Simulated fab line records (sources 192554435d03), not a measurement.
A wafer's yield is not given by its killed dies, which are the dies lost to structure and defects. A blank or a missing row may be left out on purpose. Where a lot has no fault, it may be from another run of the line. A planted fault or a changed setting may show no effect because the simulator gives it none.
What tool caused it?	flow n5Finfet	72 wafers from 24 lots sampled at 4 of the route's 1938 steps

## WHAT EACH GAUGE READ, for each wafer
N5_BEOL_M8_OCD_MEAS_38.
lot	measured	on	trenchDepthNm (nm)
L074	day 10 01:08	ocd-01	97.3 91.9 96.3
L075	day 10 11:58	ocd-02	91.2 95.3 92.8
L076	day 10 16:34	ocd-02	91.7 94.4 96.4
L079	day 10 20:42	ocd-02	93.6 97.1 95.3
L077	day 10 21:19	ocd-01	93.7 94.4 93.4
L078	day 11 01:00	ocd-01	95.5 96.1 95.2
L080	day 11 12:42	ocd-01	95.0 92.5 93.9
L081	day 11 15:11	ocd-02	94.3 96.9 91.1
L083	day 11 15:26	ocd-02	92.6 95.1 95.1
L082	day 11 17:55	ocd-01	95.2 93.9 95.4
L084	day 12 03:02	ocd-01	93.5 92.3 93.2
L085	day 12 08:13	ocd-01	93.5 94.2 92.9
L087	day 13 04:49	ocd-01	94.9 95.5 91.2
L086	day 13 05:22	ocd-01	93.4 95.9 92.8
L089	day 13 14:16	ocd-02	92.3 95.4 91.0
L088	day 13 16:36	ocd-01	93.2 93.2 92.7
L091	day 13 22:56	ocd-01	93.6 93.6 91.8
L090	day 14 02:15	ocd-02	93.2 96.6 91.2
L093	day 14 11:35	ocd-02	92.4 92.1 91.5
L092	day 14 20:58	ocd-02	95.4 91.6 96.0
L094	day 15 08:23	ocd-02	93.0 95.2 91.1
L096	day 15 17:37	ocd-01	94.3 95.9 95.6
L095	day 15 17:39	ocd-01	92.6 93.4 95.4
L097	day 15 21:28	ocd-01	96.6 97.2 92.6

N5_BEOL_M9_CD_MEAS_11 targets a cd of 64.1 nm.
lot	measured	on	cdNm (nm)
L074	day 10 05:54	cdSem-01	63.1 63.2 63.7
L075	day 10 17:14	cdSem-03	64.7 64.4 65.1
L076	day 10 22:31	cdSem-03	63.7 64.4 64.1
L079	day 11 04:58	cdSem-03	63.9 65.0 64.8
L077	day 11 05:31	cdSem-01	63.4 63.0 63.5
L078	day 11 07:05	cdSem-02	64.3 63.7 64.3
L080	day 11 18:50	cdSem-03	63.9 63.6 64.1
L081	day 11 22:08	cdSem-02	63.8 63.1 63.9
L083	day 11 22:19	cdSem-02	63.5 63.6 63.8
L082	day 12 00:16	cdSem-02	64.1 64.5 64.2
L084	day 12 08:29	cdSem-02	63.2 63.2 63.5
L085	day 12 14:17	cdSem-02	64.5 64.1 64.6
L087	day 13 09:43	cdSem-03	64.0 64.1 64.0
L086	day 13 10:20	cdSem-01	64.6 64.7 64.4
L089	day 13 19:54	cdSem-02	63.7 63.9 64.3
L088	day 13 23:33	cdSem-01	63.7 64.1 63.8
L091	day 14 03:24	cdSem-01	64.4 65.0 64.8
L090	day 14 07:11	cdSem-01	64.1 64.0 63.6
L093	day 14 16:19	cdSem-01	64.2 64.9 65.2
L092	day 15 03:01	cdSem-03	64.5 63.7 65.0
L094	day 15 13:59	cdSem-03	63.8 64.0 63.8
L096	day 15 22:19	cdSem-03	64.7 64.2 64.6
L095	day 15 22:31	cdSem-01	63.7 64.0 63.9
L097	day 16 02:40	cdSem-02	63.9 64.1 64.4

N5_BEOL_M9_CD_MEAS_18: pitch 140 nm, target cd 70 nm.
lot	measured	on	cdNm (nm)
L074	day 10 06:27	cdSem-01	68.4 69.3 69.2
L075	day 10 17:47	cdSem-01	70.3 69.9 70.0
L076	day 10 23:04	cdSem-01	69.4 70.0 69.6
L079	day 11 06:04	cdSem-03	70.5 70.5 70.3
L077	day 11 06:34	cdSem-01	69.0 69.1 69.5
L078	day 11 07:38	cdSem-03	70.3 70.3 71.0
L080	day 11 19:35	cdSem-01	70.4 69.9 70.1
L081	day 11 22:50	cdSem-03	69.3 69.5 69.9
L083	day 11 23:03	cdSem-03	69.6 70.1 69.6
L082	day 12 00:48	cdSem-02	70.3 70.3 70.9
L084	day 12 09:08	cdSem-03	68.5 69.7 69.5
L085	day 12 15:31	cdSem-03	70.2 70.3 70.5
L087	day 13 10:16	cdSem-02	70.5 70.0 70.1
L086	day 13 11:19	cdSem-02	69.9 70.4 71.1
L089	day 13 20:26	cdSem-02	70.6 70.3 70.2
L088	day 14 00:25	cdSem-02	70.7 70.1 70.1
L091	day 14 04:07	cdSem-01	69.3 70.9 70.2
L090	day 14 07:44	cdSem-03	69.8 70.4 69.1
L093	day 14 16:51	cdSem-01	70.1 70.4 71.2
L092	day 15 03:34	cdSem-02	70.8 69.9 71.0
L094	day 15 14:35	cdSem-01	69.1 69.8 69.9
L096	day 15 23:31	cdSem-03	70.2 69.5 69.5
L095	day 15 23:37	cdSem-01	69.2 69.3 69.7
L097	day 16 03:49	cdSem-02	70.1 70.0 70.5

## EACH LOT AND THE TOOL THAT RAN IT (in order: tool; ch and the chambers of the sampled wafers; start)
lot	N5_BEOL_M9_ILD_DEP_00
L074	pecvd-02 ch 0,1, day 10 03:36
L075	pecvd-01 ch 0,1, day 10 14:51
L076	pecvd-04 ch 1,2, day 10 20:44
L079	pecvd-01 ch 1,2, day 11 00:55
L077	pecvd-01 ch 0,1, day 11 02:01
L078	pecvd-02 ch 1,2, day 11 05:23
L080	pecvd-02 ch 1,2, day 11 16:16
L081	pecvd-01 ch 0,2, day 11 18:09
L083	pecvd-01 ch 0,1,2, day 11 18:32
L082	pecvd-02 ch 0,2, day 11 22:45
L084	pecvd-02 ch 0,1,2, day 12 06:23
L085	pecvd-01 ch 0,1,2, day 12 11:12
L087	pecvd-01 ch 1,2, day 13 08:07
L086	pecvd-01 ch 0,1,2, day 13 08:41
L089	pecvd-01 ch 0,1, day 13 16:30
L088	pecvd-01 ch 0,2, day 13 21:01
L091	pecvd-04 ch 0,1, day 14 01:21
L090	pecvd-04 ch 0,1,2, day 14 05:43
L093	pecvd-02 ch 0,1,2, day 14 14:37
L092	pecvd-01 ch 0,1, day 15 01:03
L094	pecvd-02 ch 1,2, day 15 12:22
L096	pecvd-04 ch 0,2, day 15 20:13
L095	pecvd-02 ch 0,1,2, day 15 20:51
L097	pecvd-01 ch 0,1,2, day 16 00:00
- N5_BEOL_M9_ILD_DEP_00: deposits SiCOH lowk from DEMS/porogen, target thk 308.51 nm, time 58 s.

## AS READ BY THE TOOLS THEMSELVES (means over the sampled wafers that have a number; for cases with no such wafer, the mark the record gives instead)
N5_BEOL_M9_ILD_DEP_00.
lot	tool	heaterPowerOuterW (W)	heaterPowerW (W)	showerheadPlenumPTorr (Torr)	throttleValvePct (%)
L074	pecvd-02	133	298	5.740	13.8
L075	pecvd-01	139	293	5.728	15.4
L076	pecvd-04	133	299	5.728	13.5
L079	pecvd-01	163	322	5.750	14.8
L077	pecvd-01	135	304	5.716	14.3
L078	pecvd-02	126	285	5.740	13.2
L080	pecvd-02	106	254	5.735	13.3
L081	pecvd-01	131	286	5.745	13.8
L083	pecvd-01	160	326	5.733	14.6
L082	pecvd-02	123	282	5.754	13.6
L084	pecvd-02	141	307	5.739	13.6
L085	pecvd-01	141	299	5.727	14.7
L087	pecvd-01	168	330	5.746	14.9
L086	pecvd-01	145	305	5.736	14.6
L089	pecvd-01	133	294	5.718	14.6
L088	pecvd-01	156	314	5.740	13.9
L091	pecvd-04	138	337	5.734	13.9
L090	pecvd-04	135	313	5.742	13.6
L093	pecvd-02	110	268	5.739	13.7
L092	pecvd-01	130	291	5.716	15.3
L094	pecvd-02	129	293	5.749	13.4
L096	pecvd-04	153	320	5.732	13.6
L095	pecvd-02	131	294	5.736	13.7
L097	pecvd-01	144	301	5.733	14.6

## THE ANSWER, worked out from the rows above alone
Rule: the lots themselves supply what counts as usual. The widest of any qualifying gaps counts: lots, ordered by their means at a reading, are off when they make up no more than a third of the lots, leave a main group of 4 or more, and stand apart from it by 3 or more times the standard deviation of that group's means. Not used: any main group whose means are identical at the precision the tables above print for the reading. Also off: a lot with no number at a reading for which 4 or more lots have one. All remaining lots with rows at the step are treated as sound. Order of review: gauges by route order, followed by the tools' own readings, for which a lot's mean as printed above is used. At the first step where some lot is off, the reading lying furthest off is the one used; lots without a number count as furthest.
No lot is off on any of the readings shown, so nothing can be concluded from this.

## WHAT THE SIMULATOR HAD INSERTED
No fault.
